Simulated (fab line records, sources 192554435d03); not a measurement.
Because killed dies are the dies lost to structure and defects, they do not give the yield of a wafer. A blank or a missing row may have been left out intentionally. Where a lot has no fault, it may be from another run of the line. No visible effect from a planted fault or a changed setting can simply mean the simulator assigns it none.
Matching of chambers || flow n5Finfet || rieDiel-03 running N5_BEOL_M4_DESCUM_33: 4 sister chambers
The step chemistry O2, time 7 s. 8 wafers are shown with their chamber, then 9 later ones without.

== WAFERS WITH THEIR CHAMBER ==
{"wafer": "L083.5", "chamber": 0, "showerheadPlenumPTorr (Torr)": 1.90, "drypumpMotorCurrentA (A)": 5.7}
{"wafer": "L087.5", "chamber": 1, "showerheadPlenumPTorr (Torr)": 2.14, "drypumpMotorCurrentA (A)": 5.8}
{"wafer": "L091.1", "chamber": 2, "showerheadPlenumPTorr (Torr)": 2.08, "drypumpMotorCurrentA (A)": 5.6}
{"wafer": "L091.2", "chamber": 0, "showerheadPlenumPTorr (Torr)": 1.90, "drypumpMotorCurrentA (A)": 5.8}
{"wafer": "L091.3", "chamber": 1, "showerheadPlenumPTorr (Torr)": 2.13, "drypumpMotorCurrentA (A)": 5.8}
{"wafer": "L091.4", "chamber": 3, "showerheadPlenumPTorr (Torr)": 2.16, "drypumpMotorCurrentA (A)": 5.5}
{"wafer": "L091.5", "chamber": 2, "showerheadPlenumPTorr (Torr)": 2.08, "drypumpMotorCurrentA (A)": 5.6}
{"wafer": "L091.6", "chamber": 3, "showerheadPlenumPTorr (Torr)": 2.16, "drypumpMotorCurrentA (A)": 5.5}

== WAFERS WHOSE CHAMBER IS MISSING ==
{"wafer": "L093.2", "showerheadPlenumPTorr (Torr)": 2.16, "drypumpMotorCurrentA (A)": 5.5}
{"wafer": "L093.3", "showerheadPlenumPTorr (Torr)": 2.08, "drypumpMotorCurrentA (A)": 5.6}
{"wafer": "L093.4", "showerheadPlenumPTorr (Torr)": 1.90, "drypumpMotorCurrentA (A)": 5.7}
{"wafer": "L096.1", "showerheadPlenumPTorr (Torr)": 2.13, "drypumpMotorCurrentA (A)": 5.8}
{"wafer": "L096.2", "showerheadPlenumPTorr (Torr)": 1.89, "drypumpMotorCurrentA (A)": 5.7}
{"wafer": "L096.4", "showerheadPlenumPTorr (Torr)": 2.15, "drypumpMotorCurrentA (A)": 5.5}
{"wafer": "L090.1", "showerheadPlenumPTorr (Torr)": 2.15, "drypumpMotorCurrentA (A)": 5.5}
{"wafer": "L090.4", "showerheadPlenumPTorr (Torr)": 1.89, "drypumpMotorCurrentA (A)": 5.7}
{"wafer": "L090.6", "showerheadPlenumPTorr (Torr)": 2.08, "drypumpMotorCurrentA (A)": 5.6}

== WHICH CHAMBER EACH WENT THROUGH ==
{"wafer": "L093.2", "from the rows above": 3, "in truth": 3}
{"wafer": "L093.3", "from the rows above": 2, "in truth": 2}
{"wafer": "L093.4", "from the rows above": 0, "in truth": 0}
{"wafer": "L096.1", "from the rows above": 1, "in truth": 1}
{"wafer": "L096.2", "from the rows above": 0, "in truth": 0}
{"wafer": "L096.4", "from the rows above": 3, "in truth": 3}
{"wafer": "L090.1", "from the rows above": 3, "in truth": 3}
{"wafer": "L090.4", "from the rows above": 0, "in truth": 0}
{"wafer": "L090.6", "from the rows above": 2, "in truth": 2}
9 of 9 placed correctly. Number that these rows cannot place: 0. Placed wrongly: 0.
How it was worked out, from the rows above alone: a wafer's distance from a chamber is the root of the sum, over the readings, of the square of ((its reading less the chamber's mean) divided by the reading's scatter). If the next closest chamber is less than 2 further off than the closest, the wafer can't be placed; otherwise it belongs to the closest. Each chamber's mean is taken over the wafers shown for it. The scatter: the root of (the sum of the squares of (reading less its chamber's mean) over the shown wafers, divided by (wafers less chambers)).
